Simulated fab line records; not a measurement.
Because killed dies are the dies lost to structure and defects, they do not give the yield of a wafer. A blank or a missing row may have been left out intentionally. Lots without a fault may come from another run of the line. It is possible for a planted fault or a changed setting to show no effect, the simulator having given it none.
fab line records ; flow nand_harc
[record] lots = 13; wafers = 39; last_day = 33
route steps=1302 shown P_BONDPAD@381 A_SOURCE_PLATE@420 A_ONON_D1@443
lots that met no fault: taken from a fault-free run of the same line
start_h: the number of hours between the record's first day and the start of the first shown wafer of the lot ; wait_h: hours from the lot's prior step to this one ; " identical to the entry in the row above ; L1.1+2: several wafers, shown together as one row ; - no value, or no start was given ; * or withheld: withheld ; < > ~ a bound
route shown NAME@n: names a module that has steps shown in the file, with the first one's number in the route ; usual: mean and standard deviation over wafers with no fault ; same: alike in all rows ; chamber/n: place in a boat ; sites: per-site readings ; _std_site: their standard deviation ; _edge_site: outer sites' mean less inner sites' ; radius_mm: for every site, how far away it sits from the centre of the wafer ; mask NAME#n: copy n ; behind: the most recent tool/chamber to have shaped the wafer ; hold: what put the lot on hold/how long, in hours/how the hold closed ; device: whichever transistor did not switch (one of n, p or np) ; end of line: tests run on the same wafers once the route is complete ; step lacking rows: just its recipe ; killed: not the wafer's yield, but the dies lost to structure and defects at the first sort ; map: dies across one wafer; x = killed, . = not, _ = none there
set.NAME: the setting as run; set.NAME@STEP: as run at that earlier step ; model.NAME: the simulator's own value behind a step, which no gauge read
route steps across a sampled set of lots; one table per step, one row per wafer
services: from which hour (start_h, from the record's first day; less than 0 if before it) a tool's chamber was out of use, for how many hours, and why
[[steps]]
[step NHARC_P_BONDPAD_THK_MEAS_20]
[recipe] thk_meas_gauge = xrf
[usual] thk_nm = 161.1/1.5
lot.wafer;tool;chamber;start_h;wait_h;thk_nm
L704.2;film_metro-02;-;132.79;-;161.1
L704.5;film_metro-02;-;132.79;-;160.2
L704.6;film_metro-02;-;132.79;-;159.6
L705.1;film_metro-02;-;148.17;-;163.7
L705.3;film_metro-02;-;148.17;-;158.3
L705.5;film_metro-02;-;148.17;-;158.8
L706.2;film_metro-01;-;151.98;-;160.0
L706.4;film_metro-01;-;151.98;-;159.9
L706.5;film_metro-01;-;151.98;-;161.6
L707.2;film_metro-02;-;166.57;-;160.9
L707.3;film_metro-02;-;166.57;-;160.9
L707.6;film_metro-02;-;166.57;-;160.5
L711.1;film_metro-02;-;214.84;-;160.4
L711.4;film_metro-02;-;214.84;-;157.3
L711.6;film_metro-02;-;214.84;-;158.9
L712.2;film_metro-02;-;216.00;-;158.9
L712.3;film_metro-02;-;216.00;-;160.9
L712.5;film_metro-02;-;216.00;-;160.8
L714.3;film_metro-02;-;241.61;-;164.3
L714.4;film_metro-02;-;241.61;-;162.3
L714.5;film_metro-02;-;241.61;-;160.6
L715.1;film_metro-01;-;247.17;-;162.3
L715.2;film_metro-01;-;247.17;-;161.5
L715.6;film_metro-01;-;247.17;-;160.7
L716.2;film_metro-02;-;253.92;-;163.6
L716.3;film_metro-02;-;253.92;-;163.2
L716.5;film_metro-02;-;253.92;-;159.4
L724.2;film_metro-02;-;336.55;-;162.7
L724.4;film_metro-02;-;336.55;-;162.9
L724.5;film_metro-02;-;336.55;-;158.9
L725.2;film_metro-02;-;346.07;-;160.6
L725.3;film_metro-02;-;346.07;-;160.2
L725.6;film_metro-02;-;346.07;-;161.7
L726.2;film_metro-01;-;355.59;-;159.2
L726.3;film_metro-01;-;355.59;-;160.1
L726.5;film_metro-01;-;355.59;-;160.7
L727.3;film_metro-02;-;367.54;-;158.3
L727.5;film_metro-02;-;367.54;-;159.9
L727.6;film_metro-02;-;367.54;-;161.9
[step NHARC_A_SOURCE_PLATE_THK_MEAS_06]
[recipe] thk_meas_gauge = ellipsometry
[usual] thk_nm = 199.7/1.7
lot.wafer;tool;chamber;start_h;wait_h;thk_nm
L704.2;film_metro-01;-;155.74;0.4;196.9
L704.5;film_metro-01;-;155.74;0.4;196.7
L704.6;film_metro-01;-;155.74;0.4;198.9
L705.1;film_metro-01;-;171.26;0.4;201.4
L705.3;film_metro-01;-;171.26;0.4;199.1
L705.5;film_metro-01;-;171.26;0.4;197.3
L706.2;film_metro-01;-;175.12;0.4;197.8
L706.4;film_metro-01;-;175.12;0.4;196.1
L706.5;film_metro-01;-;175.12;0.4;196.2
L707.2;film_metro-02;-;188.89;0.4;195.9
L707.3;film_metro-02;-;188.89;0.4;196.2
L707.6;film_metro-02;-;188.89;0.4;196.3
L711.1;film_metro-01;-;239.15;0.4;202.6
L711.4;film_metro-01;-;239.15;0.4;199.5
L711.6;film_metro-01;-;239.15;0.4;200.7
L712.2;film_metro-02;-;239.15;0.4;201.5
L712.3;film_metro-02;-;239.15;0.4;199.9
L712.5;film_metro-02;-;239.15;0.4;202.5
L714.3;film_metro-01;-;266.00;0.4;200.2
L714.4;film_metro-01;-;266.00;0.4;200.0
L714.5;film_metro-01;-;266.00;0.4;201.9
L715.1;film_metro-02;-;272.29;0.4;201.0
L715.2;film_metro-02;-;272.29;0.4;199.7
L715.6;film_metro-02;-;272.29;0.4;199.8
L716.2;film_metro-02;-;277.23;0.4;200.2
L716.3;film_metro-02;-;277.23;0.4;200.5
L716.5;film_metro-02;-;277.23;0.4;198.4
L724.2;film_metro-02;-;360.61;0.4;198.9
L724.4;film_metro-02;-;360.61;0.4;197.6
L724.5;film_metro-02;-;360.61;0.4;198.3
L725.2;film_metro-02;-;368.46;0.4;199.2
L725.3;film_metro-02;-;368.46;0.4;199.9
L725.6;film_metro-02;-;368.46;0.4;199.4
L726.2;film_metro-01;-;381.95;0.4;198.2
L726.3;film_metro-01;-;381.95;0.4;199.2
L726.5;film_metro-01;-;381.95;0.4;202.7
L727.3;film_metro-02;-;393.47;0.4;200.3
L727.5;film_metro-02;-;393.47;0.4;197.6
L727.6;film_metro-02;-;393.47;0.4;197.8
[step NHARC_A_ONON_D1_THK_MEAS_27]
[recipe] thk_meas_gauge = ellipsometry
[usual] thk_nm = 1002/11
lot.wafer;tool;chamber;start_h;wait_h;thk_nm
L704.2;film_metro-02;-;168.11;-;997
L704.5;film_metro-02;-;168.11;-;995
L704.6;film_metro-02;-;168.11;-;997
L705.1;film_metro-02;-;184.45;-;1006
L705.3;film_metro-02;-;184.45;-;1009
L705.5;film_metro-02;-;184.45;-;1008
L706.2;film_metro-01;-;184.46;-;1021
L706.4;film_metro-01;-;184.46;-;1022
L706.5;film_metro-01;-;184.46;-;1020
L707.2;film_metro-01;-;201.29;-;1013
L707.3;film_metro-01;-;201.29;-;1013
L707.6;film_metro-01;-;201.29;-;1014
L711.1;film_metro-01;-;251.72;-;991
L711.4;film_metro-01;-;251.72;-;989
L711.6;film_metro-01;-;251.72;-;989
L712.2;film_metro-02;-;251.73;-;1009
L712.3;film_metro-02;-;251.73;-;1007
L712.5;film_metro-02;-;251.73;-;1008
L714.3;film_metro-02;-;281.42;-;1021
L714.4;film_metro-02;-;281.42;-;1020
L714.5;film_metro-02;-;281.42;-;1020
L715.1;film_metro-02;-;281.64;-;994
L715.2;film_metro-02;-;281.64;-;993
L715.6;film_metro-02;-;281.64;-;993
L716.2;film_metro-01;-;289.66;-;1009
L716.3;film_metro-01;-;289.66;-;1006
L716.5;film_metro-01;-;289.66;-;1007
L724.2;film_metro-01;-;374.90;-;1007
L724.4;film_metro-01;-;374.90;-;1006
L724.5;film_metro-01;-;374.90;-;1007
L725.2;film_metro-01;-;387.51;-;1010
L725.3;film_metro-01;-;387.51;-;1012
L725.6;film_metro-01;-;387.51;-;1011
L726.2;film_metro-01;-;394.84;-;1014
L726.3;film_metro-01;-;394.84;-;1016
L726.5;film_metro-01;-;394.84;-;1014
L727.3;film_metro-01;-;409.43;-;1000
L727.5;film_metro-01;-;409.43;-;1000
L727.6;film_metro-01;-;409.43;-;1001
[step NHARC_A_ONON_D1_DEP_33]
[recipe] target_thk_a = 2000; temp_c = 400; pressure_torr = 6.5; rf_w = 900; teos_flow_sccm = 161.4; flow_sccm = 2650; target_thk_nm = 200; gas = O2; material = SiO2
[usual] heater_power_w = 557/93; mfc_precursor_sccm = 161.4/0.54; susceptor_temp_C = 400.02/0.22; throttle_valve_pct = 15.8/0.55
lot.wafer;tool;chamber;start_h;wait_h;heater_power_w;mfc_precursor_sccm;susceptor_temp_C;throttle_valve_pct
L704.2;pecvd-02;1;168.80;0.1;613;160.3;399.82;16.1
L704.5;pecvd-02;0;168.80;0.1;498;161.2;400.01;16.5
L704.6;pecvd-02;1;168.80;0.1;633;160.8;399.93;16.4
L705.1;pecvd-02;1;185.07;0.1;596;162.7;400.32;16.2
L705.3;pecvd-02;2;185.07;0.1;509;162.0;400.20;15.9
L705.5;pecvd-02;0;185.07;0.1;615;161.7;400.05;16.6
L706.2;pecvd-01;0;185.29;0.3;428;161.8;400.15;15.4
L706.4;pecvd-01;0;185.29;0.3;448;161.6;400.03;15.3
L706.5;pecvd-01;2;185.29;0.3;645;161.6;399.77;16.6
L707.2;pecvd-02;1;201.91;0.1;634;161.3;399.88;16.4
L707.3;pecvd-02;0;201.91;0.1;561;161.1;399.97;16.8
L707.6;pecvd-02;0;201.91;0.1;562;161.9;400.15;16.4
L711.1;pecvd-01;2;252.43;0.1;689;161.3;400.15;16.6
L711.4;pecvd-01;0;252.43;0.1;527;162.0;400.09;15.4
L711.6;pecvd-01;2;252.43;0.1;532;161.4;400.28;16.6
L712.2;pecvd-02;0;252.45;0.2;414;162.2;400.24;15.6
L712.3;pecvd-02;2;252.45;0.2;464;160.6;399.97;15.8
L712.5;pecvd-02;1;252.45;0.2;746;162.2;400.38;15.7
L714.3;pecvd-02;2;282.09;0.1;480;145.0;400.34;15.9
L714.4;pecvd-02;2;282.09;0.1;500;143.7;400.04;15.8
L714.5;pecvd-02;0;282.09;0.1;506;143.8;400.07;15.9
L715.1;pecvd-03;2;282.26;0.1;590;161.5;399.53;14.6
L715.2;pecvd-03;0;282.26;0.1;455;161.2;399.90;15.5
L715.6;pecvd-03;0;282.26;0.1;334;161.4;400.15;15.3
L716.3;pecvd-02;2;290.35;0.1;571;144.2;400.46;16.1
L716.2;pecvd-02;0;290.35;0.1;435;144.5;400.18;15.9
L716.5;pecvd-02;2;290.35;0.1;436;143.5;400.37;15.9
L724.2;pecvd-02;1;375.57;0.1;632;161.2;400.30;15.7
L724.5;pecvd-02;1;375.57;0.1;651;161.5;400.08;15.6
L724.4;pecvd-02;2;375.57;0.1;518;161.5;400.24;16.4
L725.2;pecvd-01;1;388.13;0.1;478;161.2;400.14;14.9
L725.3;pecvd-01;0;388.13;0.1;432;161.7;399.86;16.0
L725.6;pecvd-01;2;388.13;0.1;580;162.6;400.29;15.9
L726.3;pecvd-03;1;395.47;0.1;508;160.9;400.01;16.6
L726.2;pecvd-03;0;395.47;0.1;411;161.9;399.97;15.6
L726.5;pecvd-03;1;395.47;0.1;507;160.5;400.10;16.4
L727.3;pecvd-01;1;410.10;0.1;529;160.7;399.70;15.1
L727.6;pecvd-01;1;410.10;0.1;541;161.2;399.86;14.9
L727.5;pecvd-01;2;410.10;0.1;675;162.7;399.70;16.3
[step NHARC_A_ONON_D1_THK_MEAS_34]
[recipe] thk_meas_gauge = ellipsometry
[usual] thk_nm = 199.8/2.8
lot.wafer;tool;chamber;start_h;wait_h;thk_nm
L704.2;film_metro-01;-;169.28;0.4;197.6
L704.5;film_metro-01;-;169.28;0.4;200.7
L704.6;film_metro-01;-;169.28;0.4;197.1
L705.1;film_metro-01;-;185.49;-;196.3
L705.3;film_metro-01;-;185.49;-;197.9
L705.5;film_metro-01;-;185.49;-;197.2
L706.2;film_metro-01;-;185.70;-;195.9
L706.4;film_metro-01;-;185.70;-;199.9
L706.5;film_metro-01;-;185.70;-;196.9
L707.2;film_metro-02;-;202.33;-;196.8
L707.3;film_metro-02;-;202.33;-;197.8
L707.6;film_metro-02;-;202.33;-;198.4
L711.1;film_metro-01;-;252.76;-;198.6
L711.4;film_metro-01;-;252.76;-;203.2
L711.6;film_metro-01;-;252.76;-;200.8
L712.2;film_metro-02;-;252.87;-;199.7
L712.3;film_metro-02;-;252.87;-;199.7
L712.5;film_metro-02;-;252.87;-;200.9
L714.3;film_metro-01;-;282.45;-;179.2
L714.4;film_metro-01;-;282.45;-;178.0
L714.5;film_metro-01;-;282.45;-;181.4
L715.1;film_metro-02;-;282.68;-;194.9
L715.2;film_metro-02;-;282.68;-;196.5
L715.6;film_metro-02;-;282.68;-;194.8
L716.2;film_metro-01;-;290.72;-;181.7
L716.3;film_metro-01;-;290.72;-;181.9
L716.5;film_metro-01;-;290.72;-;184.4
L724.2;film_metro-01;-;375.94;-;198.9
L724.4;film_metro-01;-;375.94;-;205.7
L724.5;film_metro-01;-;375.94;-;201.5
L725.2;film_metro-01;-;388.55;-;196.6
L725.3;film_metro-01;-;388.55;-;198.2
L725.6;film_metro-01;-;388.55;-;201.7
L726.2;film_metro-02;-;395.89;-;195.7
L726.3;film_metro-02;-;395.89;-;194.9
L726.5;film_metro-02;-;395.89;-;199.7
L727.3;film_metro-02;-;410.46;-;200.8
L727.5;film_metro-02;-;410.46;-;204.3
L727.6;film_metro-02;-;410.46;-;203.6
[[services]]
tool;chamber;start_h;hours;kind
pecvd-02;2;166.95;6.4;repair
pecvd-03;-;185.30;13.0;pm
pecvd-03;0;185.30;13.0;vent_cycle
pecvd-03;1;185.30;13.0;vent_cycle
pecvd-02;-;227.33;13.0;pm
pecvd-02;0;227.33;13.0;vent_cycle
pecvd-02;1;227.33;13.0;vent_cycle
pecvd-02;2;227.33;13.0;vent_cycle
pecvd-02;0;240.33;-;clean
pecvd-02;1;240.33;-;clean
pecvd-02;2;240.33;-;clean
pecvd-03;0;256.18;10.2;repair
pecvd-01;-;311.16;13.0;pm
pecvd-01;0;311.16;13.0;vent_cycle
pecvd-01;1;311.16;13.0;vent_cycle
pecvd-01;2;311.16;13.0;vent_cycle
pecvd-01;0;324.16;-;clean
pecvd-01;1;324.16;-;clean
pecvd-01;2;324.16;-;clean
pecvd-03;-;366.30;13.0;pm
pecvd-02;-;408.33;13.0;pm
pecvd-02;0;408.33;13.0;vent_cycle
pecvd-02;1;408.33;13.0;vent_cycle
pecvd-02;2;408.33;13.0;vent_cycle
[[key]]
[first_sign] step = NHARC_A_ONON_D1_DEP_33; reading = mfc_precursor_sccm; direction = down; sigmas = 32; usual = 161.4; struck = 144.1
[effect] step = NHARC_A_ONON_D1_THK_MEAS_34; reading = thk_nm; direction = down; sigmas = 6.7; usual = 199.8; struck = 181.1
met_at NHARC_A_ONON_D1_DEP_33
struck_lots L714,L716
tester_left_out L714,L716
not_acting_at NHARC_P_BONDPAD_THK_MEAS_20,NHARC_A_SOURCE_PLATE_THK_MEAS_06,NHARC_A_ONON_D1_THK_MEAS_27
onset_between 252.45 282.09
[fault] kind = process_parameter_drift; tool = pecvd-02; chamber = -; onset_h = 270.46; steps = NHARC_A_ONON_D1_DEP_33; channel = teos_flow_sccm; offset = *; shape = step; end_h = 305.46; acts_in = *; stated = *
// tester_left_out: of these lots the tester's yield and bins aren't shown, on N5 and GAA mostly nor the transistor test; their killed dies are dies lost to structure and defects alone, not to doping, threshold or leakage, so they don't give the yield
